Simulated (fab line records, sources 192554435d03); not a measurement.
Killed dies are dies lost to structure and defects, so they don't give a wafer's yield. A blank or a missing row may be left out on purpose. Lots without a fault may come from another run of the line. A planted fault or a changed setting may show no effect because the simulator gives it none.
fab line records | flow n5_finfet | part 1 of 2: steps 1 to 22 of 37
record lots=5 wafers=15 last_day=17
route steps=1938 shown WELL_APT@53 PMOS_HMC_CHANNEL_EPI@57 FIN_SAQP@90
lots that met no fault: from a run of the same line without faults
start_h: hours from the record's first day to the start of the lot's first wafer shown | wait_h: hours since the lot's step before | " the same as in the row above | L1.1+2: a row that stands for several wafers | - no value, or no start given | * or withheld: withheld | < > ~ a bound
route shown NAME@n: a module of which the file shows steps, and the number in the route of the first | usual: mean/standard deviation of fault-free wafers | same: alike in all rows | chamber/n: place in a boat | sites: the reading at each site | _std_site: their standard deviation | _edge_site: outer sites' mean less inner sites' | radius_mm: how far each site lies from the wafer's centre | mask NAME#n: copy n | behind: the tool/chamber that last shaped the wafer | hold: why the lot was held/for how many hours/how that ended | device: the transistor (n, p or np) that didn't switch | end of line: the same wafers' tests at the end of the route | a step without rows: its recipe alone | killed: dies lost to structure and defects at the first sort, not the wafer's yield | map: a wafer's dies, x killed, . not, _ none there
set.NAME: the setting as run; set.NAME@STEP: as run at that earlier step | model.NAME: the simulator's own value behind a step, which no gauge read
lots at some steps of the route; a table a step, a row a wafer
services: from which hour (start_h, from the record's first day; less than 0 if before it) a tool's chamber was out of use, for how many hours, and why
## steps
# step N5_WELL_APT_PRECLEAN_39
# recipe chemistry=dHF time_s=60 dilution=150:1 temp_c=25
# columns lot.wafer tool chamber start_h wait_h
L075.1+3+4 wet_bench-06 3,6,4 21.84 0.0
L085.1+4+5 wet_bench-06 2,1,3 82.59 0.0
L092.2+5+6 wet_bench-03 0,6,2 123.75 0.0
L094.2+3+5 wet_bench-06 4,3,7 136.36 0.0
L096.1+3+6 wet_bench-06 6,7,2 147.74 0.0
# step N5_WELL_APT_SRD_37
# recipe dry=ipa_marangoni do_ppb=5 time_s=30 temp_c=23 rinse_liquid=diw
# columns lot.wafer tool chamber start_h wait_h
L075.1+3+4 wet_bench-06 3,6,4 21.85 0.0
L085.1+4+5 wet_bench-06 2,1,3 82.61 0.0
L092.2+5+6 wet_bench-03 0,6,2 123.77 0.0
L094.2+3+5 wet_bench-06 4,3,7 136.37 0.0
L096.1+3+6 wet_bench-06 6,7,2 147.76 0.0
# step N5_WELL_APT_EPI_41
# recipe material=Si target_thk_a=500 temp_c=650 precursor=SiH4/H2 pressure_torr=20 time_s=297.7
# usual throttle_valve_pct=11.20/0.18
# columns lot.wafer tool chamber start_h wait_h throttle_valve_pct
L075.1 epi_rpcvd-02 0 21.90 0.0 11.12
L075.3 " 0 " " 11.30
L075.4 " 0 " " 11.06
L085.1 epi_rpcvd-04 0 82.66 0.0 11.36
L085.4 " 0 " " 11.21
L085.5 " 0 " " 10.86
L092.2 epi_rpcvd-02 0 123.91 0.1 11.31
L092.5 " 0 " " 10.98
L092.6 " 0 " " 11.33
L094.2 epi_rpcvd-02 0 136.56 0.2 11.20
L094.3 " 0 " " 11.06
L094.5 " 0 " " 11.25
L096.1 epi_rpcvd-04 0 147.81 0.0 11.35
L096.3 " 0 " " 10.96
L096.6 " 0 " " 10.95
# step N5_WELL_APT_INSPECT_38
# recipe inspect_instrument=darkfield mode=post_epi
# usual raw_defect_count=13/4.9
# columns lot.wafer tool chamber start_h wait_h raw_defect_count
L075.1 defect_inspect-02 - 22.54 0.5 11
L075.3 " - " " 10
L075.4 " - " " 14
L085.1 defect_inspect-01 - 83.29 0.5 21
L085.4 " - " " 16
L085.5 " - " " 23
L092.2 defect_inspect-01 - 124.45 0.4 6
L092.5 " - " " 12
L092.6 " - " " 11
L094.2 defect_inspect-01 - 137.26 0.6 9
L094.3 " - " " 16
L094.5 " - " " 7
L096.1 defect_inspect-01 - 148.44 0.5 16
L096.3 " - " " 18
L096.6 " - " " 18
# step N5_PMOS_HMC_CHANNEL_EPI_HM_DEP_34
# recipe material=SiO2 target_thk_a=360 temp_c=400 precursor=TEOS/O2 pressure_torr=6.5 rf_w=900 teos_flow_sccm=161.4 gas=O2 flow_sccm=2650 time_s=6.9
# usual heater_power_outer_w=274/47 heater_power_w=523/59 showerhead_plenum_p_Torr=8.33/0.035 throttle_valve_pct=17.9/0.58
# columns lot.wafer tool chamber start_h wait_h heater_power_outer_w heater_power_w showerhead_plenum_p_Torr throttle_valve_pct
L075.1 pecvd-01 2 22.57 0.0 193 484 8.33 16.9
L075.3 " 0 " " 283 507 8.32 18.5
L075.4 " 1 " " 248 554 8.33 18.2
L085.1 pecvd-03 1 83.33 0.0 242 449 8.30 17.6
L085.4 " 0 " " 225 440 8.40 17.6
L085.5 " 2 " " 348 605 8.34 18.5
L092.2 pecvd-02 2 124.49 0.0 245 488 8.37 17.1
L092.5 " 1 " " 331 478 8.34 18.1
L092.6 " 0 " " 283 576 8.26 18.2
L094.2 pecvd-03 0 137.29 0.0 260 491 8.41 17.6
L094.3 " 1 " " 316 544 8.30 17.5
L094.5 " 0 " " 260 494 8.38 17.7
L096.1 pecvd-02 0 148.48 0.0 292 565 8.29 18.3
L096.3 " 1 " " 360 514 8.31 18.0
L096.6 " 1 " " 357 502 8.34 18.4
# step N5_PMOS_HMC_CHANNEL_EPI_COAT_31
# recipe resist=BARC temp_c=205 time_s=60 spin_rpm=1500 resist_thk_nm=66
# usual spin_speed_rpm=1499.9/1.1
# columns lot.wafer tool chamber start_h wait_h spin_speed_rpm
L075.1 litho_track-01 0 22.63 0.0 1500.3
L075.3 " 0 " " 1498.3
L075.4 " 0 " " 1500.3
L085.1 litho_track-03 0 83.39 0.0 1501.3
L085.4 " 0 " " 1500.2
L085.5 " 0 " " 1502.0
L092.2 litho_track-03 0 124.54 0.0 1499.8
L092.5 " 0 " " 1500.8
L092.6 " 0 " " 1501.1
L094.2 litho_track-05 0 137.35 0.0 1499.5
L094.3 " 0 " " 1501.2
L094.5 " 0 " " 1499.0
L096.1 litho_track-01 0 148.53 0.0 1498.6
L096.3 " 0 " " 1500.2
L096.6 " 0 " " 1498.3
# step N5_PMOS_HMC_CHANNEL_EPI_COAT_03
# recipe resist=CAR-ArF-block spin_rpm=1500 resist_thk_nm=205
# usual spin_speed_rpm=1499.8/1.2
# columns lot.wafer tool chamber start_h wait_h spin_speed_rpm
L075.1 litho_track-01 0 - - 1498.8
L075.3 " 0 " " 1500.3
L075.4 " 0 " " 1499.8
L085.1 litho_track-03 0 - - 1500.1
L085.4 " 0 " " 1500.1
L085.5 " 0 " " 1500.1
L092.2 litho_track-03 0 - - 1499.6
L092.5 " 0 " " 1499.2
L092.6 " 0 " " 1499.1
L094.2 litho_track-05 0 - - 1501.2
L094.3 " 0 " " 1499.0
L094.5 " 0 " " 1500.3
L096.1 litho_track-01 0 - - 1498.4
L096.3 " 0 " " 1497.8
L096.6 " 0 " " 1499.3
# step N5_PMOS_HMC_CHANNEL_EPI_EBR_05
# recipe solvent=PGMEA ebr_width_mm=1.5
# columns lot.wafer tool chamber start_h wait_h
L075.1+3+4 litho_track-01 0 - -
L085.1+4+5 litho_track-03 0 - -
L092.2+5+6 litho_track-03 0 - -
L094.2+3+5 litho_track-05 0 - -
L096.1+3+6 litho_track-01 0 - -
# step N5_PMOS_HMC_CHANNEL_EPI_SOFTBAKE_04
# recipe temp_c=110 time_s=60 resist=CAR-ArF-block
# columns lot.wafer tool chamber start_h wait_h
L075.1+3+4 litho_track-01 0 - -
L085.1+4+5 litho_track-03 0 - -
L092.2+5+6 litho_track-03 0 - -
L094.2+3+5 litho_track-05 0 - -
L096.1+3+6 litho_track-01 0 - -
# step N5_PMOS_HMC_CHANNEL_EPI_EXPOSE_06
# recipe mask_id=PMOS_HMC_BLK na=1.35 source_shape=conventional sigma_outer=0.8 polarization=unpolarized target_cd_nm=240 dose_mj=41
# columns lot.wafer tool chamber start_h wait_h mask
L075.1+3+4 arfi_scanner-01 0 22.73 - PMOS_HMC_BLK#0
L085.1+4+5 arfi_scanner-01 0 83.61 - PMOS_HMC_BLK#0
L092.2+5+6 arfi_scanner-02 0 124.65 - PMOS_HMC_BLK#0
L094.2+3+5 arfi_scanner-01 0 137.58 - PMOS_HMC_BLK#0
L096.1+3+6 arfi_scanner-01 0 148.76 - PMOS_HMC_BLK#0
# step N5_PMOS_HMC_CHANNEL_EPI_PEB_07
# recipe peb_temp_c=110 peb_time_s=60 resist=CAR-ArF-block
# same peb_time_s=60
# columns lot.wafer tool chamber start_h wait_h
L075.1+3+4 litho_track-01 0 22.79 0.1
L085.1+4+5 litho_track-01 0 83.67 0.1
L092.2+5+6 litho_track-01 0 124.70 0.0
L094.2+3+5 litho_track-01 0 137.63 0.0
L096.1+3+6 litho_track-05 0 148.82 0.1
# step N5_PMOS_HMC_CHANNEL_EPI_DEVELOP_08
# recipe develop_time_s=30 developer=TMAH resist=CAR-ArF-block dev_temp_c=23 rinse_liquid=diw dry=air_spin
# columns lot.wafer tool chamber start_h wait_h
L075.1+3+4 litho_track-01 0 - -
L085.1+4+5 litho_track-01 0 - -
L092.2+5+6 litho_track-01 0 - -
L094.2+3+5 litho_track-01 0 - -
L096.1+3+6 litho_track-05 0 - -
# step N5_PMOS_HMC_CHANNEL_EPI_CD_MEAS_09
# recipe target_cd_nm=237.4 landing_energy_ev=500 detector=se_inlens
# usual cd_nm=237.1/1.1
# columns lot.wafer tool chamber start_h wait_h cd_nm
L075.1 cd_sem-02 0 22.85 - 239.1
L075.3 " 0 " " 236.9
L075.4 " 0 " " 238.7
L085.1 cd_sem-01 0 83.73 - 238.4
L085.4 " 0 " " 237.5
L085.5 " 0 " " 237.0
L092.2 cd_sem-02 0 124.77 - 237.1
L092.5 " 0 " " 235.8
L092.6 " 0 " " 236.8
L094.2 cd_sem-02 0 137.70 - 236.3
L094.3 " 0 " " 236.8
L094.5 " 0 " " 236.7
L096.1 cd_sem-02 0 148.88 - 236.5
L096.3 " 0 " " 237.2
L096.6 " 0 " " 236.9
# step N5_PMOS_HMC_CHANNEL_EPI_OVL_MEAS_10
# recipe points_per_wafer=44
# usual PMOS_HMC_BLK_OVL=-0.4/0.89
# columns lot.wafer tool chamber start_h wait_h PMOS_HMC_BLK_OVL[nm]
L075.1 overlay-01 0 22.88 0.0 -1.9
L075.3 " 0 " " -0.3
L075.4 " 0 " " -1.3
L085.1 overlay-01 0 83.76 0.0 0.5
L085.4 " 0 " " 0.0
L085.5 " 0 " " -0.8
L092.2 overlay-01 0 124.80 0.0 -0.6
L092.5 " 0 " " -0.1
L092.6 " 0 " " -2.5
L094.2 overlay-02 0 137.73 0.0 -1.5
L094.3 " 0 " " -1.3
L094.5 " 0 " " -1.3
L096.1 overlay-01 0 148.91 0.0 -1.8
L096.3 " 0 " " -1.4
L096.6 " 0 " " -1.1
# step N5_PMOS_HMC_CHANNEL_EPI_INSPECT_11
# recipe mode=adi inspect_instrument=macro
# usual raw_defect_count=2.2/1.5
# columns lot.wafer tool chamber start_h wait_h raw_defect_count
L075.1 defect_inspect-01 - 22.91 0.0 1
L075.3 " - " " 2
L075.4 " - " " 1
L085.1 defect_inspect-01 - 83.79 0.0 5
L085.4 " - " " 3
L085.5 " - " " 1
L092.2 defect_inspect-02 - 124.82 0.0 2
L092.5 " - " " 1
L092.6 " - " " 1
L094.2 defect_inspect-02 - 137.75 0.0 4
L094.3 " - " " 1
L094.5 " - " " 0
L096.1 defect_inspect-01 - 148.94 0.0 2
L096.3 " - " " 1
L096.6 " - " " 5
# step N5_PMOS_HMC_CHANNEL_EPI_DESCUM_14
# recipe chemistry=O2 time_s=7.9 source_power_w=50 bias_power_w=20 pressure_mtorr=20 rf_frequency_hz=2.712e+07 temp_c=40 resist=CAR-ArF-block o2_flow_sccm=225
# usual drypump_motor_current_A=5.9/0.33 oes_product_au=0.76/0.074 rf_vpp_V=243.1/1.3 showerhead_plenum_p_Torr=2.09/0.057 throttle_valve_pct=20.45/0.25
# columns lot.wafer tool chamber start_h wait_h drypump_motor_current_A oes_product_au rf_hours_counter_h rf_vpp_V showerhead_plenum_p_Torr throttle_valve_pct
L075.1 rie_diel-01 2 22.96 0.1 5.5 0.68 246 243.3 2.13 20.29
L075.3 " 1 " " 6.2 0.82 81 242.4 2.09 19.97
L075.4 " 2 " " 5.6 0.68 - 243.9 2.13 20.29
L085.1 rie_diel-05 2 83.82 0.0 5.7 0.93 12 243.1 2.08 20.37
L085.4 " 3 " " 6.1 0.75 153 243.5 2.15 20.36
L085.5 " 1 " " 5.5 0.81 - 241.3 2.03 20.67
L092.2 rie_diel-01 3 125.41 0.6 5.9 0.77 156 241.7 2.02 20.55
L092.5 " 1 " " 6.2 0.79 - 242.2 2.08 20.02
L092.6 " 2 " " 5.6 0.94 - 243.8 2.12 20.03
L094.2 rie_diel-05 1 137.79 0.0 5.5 0.81 130 241.2 2.03 20.68
L094.3 " 2 " " 5.7 0.91 26 242.5 2.07 20.39
L094.5 " 2 " " 5.7 0.91 - 243.2 2.07 20.38
L096.1 rie_diel-02 0 149.00 0.1 5.6 0.74 175 245.1 2.17 20.43
L096.3 " 1 " " 6.6 0.73 165 243.4 2.05 20.28
L096.6 " 3 " " 6.1 0.69 - 244.3 2.13 20.98
# step N5_PMOS_HMC_CHANNEL_EPI_ETCH_32
# recipe chemistry=N2/H2 target=BARC stop_on=SiO2 target_depth_a=858 over_etch_frac=0.3 time_s=50.3 ion_energy_ev=200 mask_material=CAR-ArF-block pressure_mtorr=30 source_w=840 bias_w=150 n2_flow_sccm=200 h2_flow_sccm=200
# usual drypump_motor_current_A=5.9/0.33 oes_product_au=0.65/0.061 rf_vpp_V=524.0/2.4 showerhead_plenum_p_Torr=2.55/0.072 throttle_valve_pct=18.02/0.24
# columns lot.wafer tool chamber start_h wait_h drypump_motor_current_A oes_product_au rf_hours_counter_h rf_vpp_V showerhead_plenum_p_Torr throttle_valve_pct
L075.1 rie_diel-01 2 23.00 0.0 5.6 0.59 246 525.8 2.61 17.94
L075.3 " 1 " " 6.2 0.71 81 526.2 2.57 17.61
L075.4 " 2 " " 5.6 0.58 - 525.2 2.61 17.93
L085.1 rie_diel-05 2 83.86 0.0 5.7 0.79 12 521.1 2.49 17.67
L085.4 " 3 " " 6.1 0.64 153 527.6 2.64 17.86
L085.5 " 1 " " 5.5 0.68 - 522.4 2.49 18.29
L092.2 rie_diel-01 3 125.44 0.0 5.9 0.64 156 520.8 2.43 17.89
L092.5 " 1 " " 6.2 0.68 - 525.4 2.56 17.66
L092.6 " 2 " " 5.6 0.82 - 525.4 2.60 17.60
L094.2 rie_diel-05 1 137.82 0.0 5.5 0.67 130 520.6 2.48 18.35
L094.3 " 2 " " 5.7 0.78 26 522.0 2.48 17.71
L094.5 " 2 " " 5.7 0.77 - 521.9 2.48 17.70
L096.1 rie_diel-02 0 149.04 0.0 5.6 0.63 175 526.7 2.65 18.03
L096.3 " 1 " " 6.6 0.63 165 523.3 2.54 18.03
L096.6 " 3 " " 6.1 0.58 - 526.5 2.59 18.32
# step N5_PMOS_HMC_CHANNEL_EPI_HM_OPEN_15
# recipe chemistry=CHF3/O2 target=SiO2 mask_material=CAR-ArF-block target_depth_a=406 CHF3_flow_sccm=50 O2_flow_sccm=5 Ar_flow_sccm=200 time_s=20.3 pressure_mtorr=30 source_w=650 bias_w=170 ion_energy_ev=200
# usual O2_flow_sccm=5.000/0.016 drypump_motor_current_A=5.9/0.33 oes_product_au=0.76/0.075 rf_vpp_V=518/16 showerhead_plenum_p_Torr=2.40/0.075 throttle_valve_pct=18.92/0.22
# columns lot.wafer tool chamber start_h wait_h O2_flow_sccm drypump_motor_current_A oes_product_au rf_hours_counter_h rf_vpp_V showerhead_plenum_p_Torr throttle_valve_pct
L075.1 rie_diel-01 2 23.04 0.0 4.998 5.5 0.69 246 531 2.48 18.98
L075.3 " 1 " " 4.988 6.2 0.84 81 523 2.43 18.66
L075.4 " 2 " " 5.005 5.5 0.69 - 530 2.48 18.96
L085.1 rie_diel-05 2 83.90 0.0 4.992 5.7 0.94 12 493 2.37 18.61
L085.4 " 3 " " 5.001 6.1 0.74 153 535 2.48 18.81
L085.5 " 1 " " 4.961 5.5 0.80 - 518 2.30 18.90
L092.2 rie_diel-01 3 125.49 0.0 5.017 5.9 0.74 156 518 2.32 19.00
L092.5 " 1 " " 5.012 6.2 0.79 - 524 2.42 18.68
L092.6 " 2 " " 5.006 5.6 0.95 - 531 2.47 18.63
L094.2 rie_diel-05 1 137.86 0.0 5.004 5.5 0.81 130 517 2.30 18.92
L094.3 " 2 " " 5.023 5.7 0.91 26 492 2.36 18.65
L094.5 " 2 " " 5.020 5.7 0.91 - 494 2.36 18.61
L096.1 rie_diel-02 0 149.08 0.0 5.008 5.5 0.72 175 505 2.48 18.89
L096.3 " 1 " " 4.980 6.6 0.73 165 512 2.40 18.99
L096.6 " 3 " " 4.995 6.1 0.69 - 502 2.47 19.52
# step N5_PMOS_HMC_CHANNEL_EPI_STRIP_33
# recipe chemistry=N2/H2 power_w=500 temp_c=40 pressure_mtorr=50 rf_frequency_hz=6e+07 overash_fraction=0.3 bias_power_w=8 h2_frac=0.5 n2_flow_sccm=300 h2_flow_sccm=300
# usual drypump_motor_current_A=5.9/0.33 oes_product_au=0.76/0.073 rf_vpp_V=54.1/1.7 showerhead_plenum_p_Torr=3.37/0.092 throttle_valve_pct=19.2/0.34
# columns lot.wafer tool chamber start_h wait_h drypump_motor_current_A oes_product_au rf_hours_counter_h rf_vpp_V showerhead_plenum_p_Torr throttle_valve_pct
L075.1 rie_diel-01 2 23.09 0.0 5.6 0.68 246 52.9 3.45 19.0
L075.3 " 1 " " 6.2 0.82 81 53.8 3.39 18.6
L075.4 " 2 " " 5.6 0.68 - 57.0 3.45 19.0
L085.1 rie_diel-05 2 83.95 0.0 5.7 0.94 12 51.5 3.29 19.2
L085.4 " 3 " " 6.1 0.76 153 53.7 3.48 18.9
L085.5 " 1 " " 5.5 0.80 - 53.0 3.29 19.7
L092.2 rie_diel-01 3 125.54 0.0 5.9 0.77 156 51.1 3.22 19.0
L092.5 " 1 " " 6.2 0.79 - 53.4 3.38 18.7
L092.6 " 2 " " 5.6 0.93 - 56.0 3.43 18.7
L094.2 rie_diel-05 1 137.92 0.0 5.5 0.79 130 53.9 3.28 19.7
L094.3 " 2 " " 5.7 0.91 26 53.3 3.28 19.2
L094.5 " 2 " " 5.7 0.91 - 55.4 3.28 19.2
L096.1 rie_diel-02 0 149.14 0.0 5.6 0.73 175 54.8 3.50 19.1
L096.3 " 1 " " 6.6 0.72 165 54.2 3.36 18.9
L096.6 " 3 " " 6.1 0.70 - 54.5 3.41 19.1
# step N5_PMOS_HMC_CHANNEL_EPI_STRIP_17
# recipe chemistry=SPM time_s=750 temp_c=130 h2so4_h2o2_vol_ratio=4 dry=ipa_marangoni
# columns lot.wafer tool chamber start_h wait_h
L075.1+3+4 wet_bench-05 7,0,1 23.16 -
L085.1+4+5 wet_bench-04 2,6,5 84.02 -
L092.2+5+6 wet_bench-05 4,7,5 125.61 -
L094.2+3+5 wet_bench-05 6,5,1 137.99 -
L096.1+3+6 wet_bench-05 4,2,5 149.20 -
# step N5_PMOS_HMC_CHANNEL_EPI_ETCH_38
# recipe chemistry=CF4 target=SiO2 target_depth_a=15 ion_energy_ev=350 pressure_mtorr=10 icp_w=800 bias_w=400 cf4_flow_sccm=80
# usual drypump_motor_current_A=5.9/0.55 oes_product_au=1.00/0.032 throttle_valve_pct=21.79/0.24
# columns lot.wafer tool chamber start_h wait_h drypump_motor_current_A oes_product_au rf_hours_counter_h throttle_valve_pct
L075.1 rie_si-02 0 23.40 0.0 6.6 1.00 99 21.79
L075.3 " 3 " " 5.4 1.01 49 21.60
L075.4 " 1 " " 5.3 1.00 84 21.54
L085.1 rie_si-02 2 84.26 0.0 5.7 1.01 168 21.47
L085.4 " 0 " " 6.6 0.98 100 21.77
L085.5 " 1 " " 5.4 0.97 - 21.53
L092.2 rie_si-03 2 125.85 0.0 5.0 1.02 143 21.62
L092.5 " 1 " " 6.1 0.94 - 22.11
L092.6 " 2 " " 5.0 1.04 - 21.61
L094.2 rie_si-03 3 138.22 0.0 5.9 1.01 57 21.64
L094.3 " 2 " " 5.0 1.03 143 21.61
L094.5 " 1 " " 6.2 0.94 - 22.11
L096.1 rie_si-03 2 149.44 0.0 5.0 1.02 143 21.61
L096.3 " 1 " " 6.2 0.94 81 22.11
L096.6 " 1 " " 6.1 0.93 - 22.10
# step N5_PMOS_HMC_CHANNEL_EPI_FIN_RECESS_16
# recipe chemistry=HBr/Cl2 target=Si mask_material=SiO2 target_depth_a=540 time_s=18 pressure_mtorr=10 icp_w=800 bias_w=75 HBr_flow_sccm=150 Cl2_flow_sccm=80
# usual HBr_flow_sccm=150.0/0.44 drypump_motor_current_A=5.9/0.54 oes_product_au=0.998/0.024 throttle_valve_pct=35.51/0.23
# columns lot.wafer tool chamber start_h wait_h HBr_flow_sccm drypump_motor_current_A oes_product_au rf_hours_counter_h throttle_valve_pct
L075.1 rie_si-02 0 23.42 0.0 149.9 6.6 1.004 99 34.99
L075.3 " 3 " " 149.7 5.4 0.998 49 35.53
L075.4 " 1 " " 148.8 5.3 0.987 84 35.26
L085.1 rie_si-02 2 84.28 0.0 150.0 5.7 1.008 168 35.23
L085.4 " 0 " " 149.4 6.6 0.999 100 35.00
L085.5 " 1 " " 149.9 5.4 0.993 - 35.24
L092.2 rie_si-03 2 125.87 0.0 149.7 5.0 1.022 143 35.53
L092.5 " 1 " " 149.9 6.2 0.959 - 35.80
L092.6 " 2 " " 150.1 5.0 1.025 - 35.53
L094.2 rie_si-03 3 138.24 0.0 149.5 5.9 0.986 57 35.37
L094.3 " 2 " " 150.4 5.0 1.017 143 35.54
L094.5 " 1 " " 150.1 6.1 0.952 - 35.82
L096.1 rie_si-03 2 149.46 0.0 149.6 5.0 1.017 143 35.52
L096.3 " 1 " " 150.2 6.2 0.957 81 35.82
L096.6 " 1 " " 149.7 6.2 0.953 - 35.82
